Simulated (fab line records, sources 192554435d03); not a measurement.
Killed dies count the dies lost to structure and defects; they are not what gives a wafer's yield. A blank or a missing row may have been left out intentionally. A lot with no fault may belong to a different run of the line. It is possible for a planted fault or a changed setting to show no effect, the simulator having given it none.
Matching of chambers | flow n5-finfet | N5_BEOL_M1_PECVD_72 on pecvd-04 has 3 sister chambers
The step deposits SiO2 from TEOS/O2, target thk 16 nm, time 18 s. 16 wafers are shown with their chamber, then 8 later ones without.

== WAFERS WITH THEIR CHAMBER ==
wafer  | chamber | heater-power-w (W) | throttle-valve-pct (%) | showerhead-plenum-p-Torr (Torr)
L075.2 | 1       | 548                | 22.1                   | 8.75
L075.4 | 0       | 726                | 22.3                   | 8.73
L075.6 | 1       | 514                | 22.1                   | 8.76
L077.1 | 2       | 685                | 22.7                   | 8.76
L077.2 | 1       | 524                | 22.2                   | 8.76
L077.3 | 0       | 752                | 22.0                   | 8.73
L078.1 | 0       | 614                | 22.4                   | 8.74
L078.2 | 2       | 725                | 22.7                   | 8.77
L078.5 | 1       | 537                | 22.3                   | 8.77
L082.3 | 2       | 791                | 22.5                   | 8.78
L082.4 | 0       | 734                | 22.3                   | 8.76
L082.6 | 2       | 814                | 23.0                   | 8.76
L088.1 | 1       | 492                | 22.3                   | 8.74
L088.5 | 0       | 687                | 22.3                   | 8.74
L088.6 | 1       | 507                | 22.2                   | 8.75
L089.1 | 0       | 703                | 22.5                   | 8.75

SIGNATURES, as means of the wafers listed above
reading                  | chamber 0 | chamber 1 | chamber 2 | scatter within a chamber
heater-power-w           | 702.67    | 520.33    | 753.75    | 43.6
throttle-valve-pct       | 22.300    | 22.200    | 22.725    | 0.154
showerhead-plenum-p-Torr | 8.7417    | 8.7550    | 8.7675    | 0.0108
Rule: distance of a wafer from a chamber = root of the sum over the readings of ((wafer's reading minus chamber's mean) / reading's scatter) squared. The wafer belongs to the nearest chamber; if the next one is less than 2 further off, it can't be placed. The scatter is the square root of a quotient: the sum, over the shown wafers, of each reading's squared deviation from its chamber's mean, divided by wafers minus chambers.

== WAFERS WITH NO CHAMBER GIVEN ==
wafer  | heater-power-w (W) | throttle-valve-pct (%) | showerhead-plenum-p-Torr (Torr)
L089.2 | 537                | 21.9                   | 8.73
L089.6 | 697                | 22.3                   | 8.75
L093.2 | 525                | 22.4                   | 8.75
L093.5 | 529                | 22.1                   | 8.75
L093.6 | 762                | 20.7                   | 8.76
L094.2 | 570                | 22.1                   | 8.77
L094.3 | 752                | 22.6                   | 8.75
L094.4 | 690                | 20.9                   | 8.73

== WHICH CHAMBER EACH WENT THROUGH ==
wafer  | from the rows above     | in truth
L089.2 | can't be placed: 1 or 0 | 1
L089.6 | 0                       | 0
L093.2 | 1                       | 1
L093.5 | 1                       | 1
L093.6 | can't be placed: 0 or 1 | 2
L094.2 | 1                       | 1
L094.3 | can't be placed: 2 or 0 | 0
L094.4 | can't be placed: 0 or 1 | 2
4 of 8 placed correctly. These rows do not allow placing 4 (true chamber among the candidates in 2). 0 placed wrongly.
